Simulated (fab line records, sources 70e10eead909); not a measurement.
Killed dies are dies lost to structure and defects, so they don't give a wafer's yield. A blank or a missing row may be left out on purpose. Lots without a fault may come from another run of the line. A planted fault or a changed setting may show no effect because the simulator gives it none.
A struck lot beside a sound one | flow nand_harc | 18 steps out of a route of 1159
Sound: wafers L603.1, L603.2, L603.3. Struck: wafers L614.1, L614.2, L614.3. The cause comes at the end.
At each step with rows: each side's tool, then ch and its chambers, then its first start. Under that, the readings that differ: sound wafers | struck wafers | difference of the means | sigmas: that difference in standard deviations of wafers without a fault.
alike: readings whose means differ by less than 2 such deviations, and words and numbers that are the same on both sides. not compared: withheld readings, readings that some wafer has no value for, bounds like >300 that may hide the same value, and numbers for which the record gives no deviation and whose values overlap.
The two part at a step that has a row with sigmas, a row that says differs or no value, or rows on one side only. Numbers that don't overlap but have no deviation are shown without sigmas and don't part them. A reading that every wafer of one side lacks parts them only if that side has two wafers or more.

NHARC_A_CONTACT_ETCH_106: etches the open film in CF4/O2, target depth 60 nm, overetch 6 nm, time 33 s.
  sound on rie_diel-07 ch 0,1,2, day 18 14:45; struck on rie_diel-07 ch 0,2,3, day 20 03:50
  reading                | sound | struck   | difference | sigmas
  rf_hours_counter_h (h) | 2 2 2 | 10 10 10 | +8         |
  alike: drypump_motor_current_A, oes_product_au, rf_vpp_V, showerhead_plenum_p_Torr, throttle_valve_pct
NHARC_A_CONTACT_STRIP_82: strips in O2.
  sound on rie_diel-07 ch 0,1,2; struck on rie_diel-07 ch 0,2,3
  reading                | sound | struck   | difference | sigmas
  rf_hours_counter_h (h) | 2 2 2 | 10 11 10 | +8         |
  alike: drypump_motor_current_A, oes_product_au, rf_vpp_V, showerhead_plenum_p_Torr, throttle_valve_pct
then, 1 step without rows for these wafers: NHARC_A_CONTACT_STRIP_83 (strips in post etch residue remover, time 600 s).
NHARC_A_CONTACT_DEP_84: deposits aC, target thk 2000 nm.
  sound on acl_dep-01 ch 0, day 18 15:23; struck on acl_dep-03 ch 0, day 20 04:29
  alike: throttle_valve_pct
NHARC_A_CONTACT_DEP_85: deposits SiON, target thk 50 nm.
  sound on pecvd-02 ch 0,1,2, day 18 16:50; struck on pecvd-02 ch 0,1,2, day 20 05:46
  alike: heater_power_w
then, 7 steps without rows for these wafers: NHARC_A_CONTACT_DEHYDRATE_00 (time 120 s); NHARC_A_CONTACT_HMDS_01 (time 30 s); NHARC_A_CONTACT_COAT_86 (time 75 s); NHARC_A_CONTACT_COAT_87 (time 65 s); NHARC_A_CONTACT_COAT_02 (resist thk 90 nm); NHARC_A_CONTACT_SOFTBAKE_03 (time 55 s); NHARC_A_CONTACT_EBR_04.
NHARC_A_CONTACT_EXPOSE_05: exposes mask A CC.
  sound on arfi_scanner-01 ch 0, day 18 17:25; struck on arfi_scanner-01 ch 0, day 20 06:20
  reading                           | sound                   | struck               | difference | sigmas
  stage_vel_mm_s (mm/s)             | 499.54 499.55 499.65    | 500.16 500.24 500.47 | +0.71      | +2
  model.A_CONTACT.overlay_x_nm (nm) | -0.9153 -0.9153 -0.9153 | 9.715 9.715 9.715    | +10.630    |
  alike: mask
then, 2 steps without rows for these wafers: NHARC_A_CONTACT_PEB_06 (peb time 65 s); NHARC_A_CONTACT_DEVELOP_07 (develop time 35 s).
NHARC_A_CONTACT_CD_MEAS_08: target cd 100 nm.
  sound on cd_sem-01 ch 0, day 18 17:32; struck on cd_sem-03 ch 0, day 20 06:29
  alike: cd_nm
NHARC_A_CONTACT_OVL_MEAS_09:
  sound on overlay-02, day 18 17:38; struck on overlay-02, day 20 06:34
  reading           | sound          | struck       | difference | sigmas
  overlay_x_nm (nm) | -0.7 -1.1 -0.9 | 9.8 9.6 10.2 | +10.8      | +14
  alike: overlay_y_nm
NHARC_A_CONTACT_INSPECT_10:
  sound on defect_inspect-01, day 18 17:40; struck on defect_inspect-02, day 20 06:36
  alike: raw_defect_count

WHERE THEY PART
First at NHARC_A_CONTACT_EXPOSE_05; last, within this record, at NHARC_A_CONTACT_OVL_MEAS_09. Later steps at which nothing parts them and some readings are alike: NHARC_A_CONTACT_INSPECT_10.

WHY: what the simulator had put in
Scanner matching overlay: arfi_scanner-01, from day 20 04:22 on, at NHARC_A_CONTACT_EXPOSE_05. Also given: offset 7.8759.
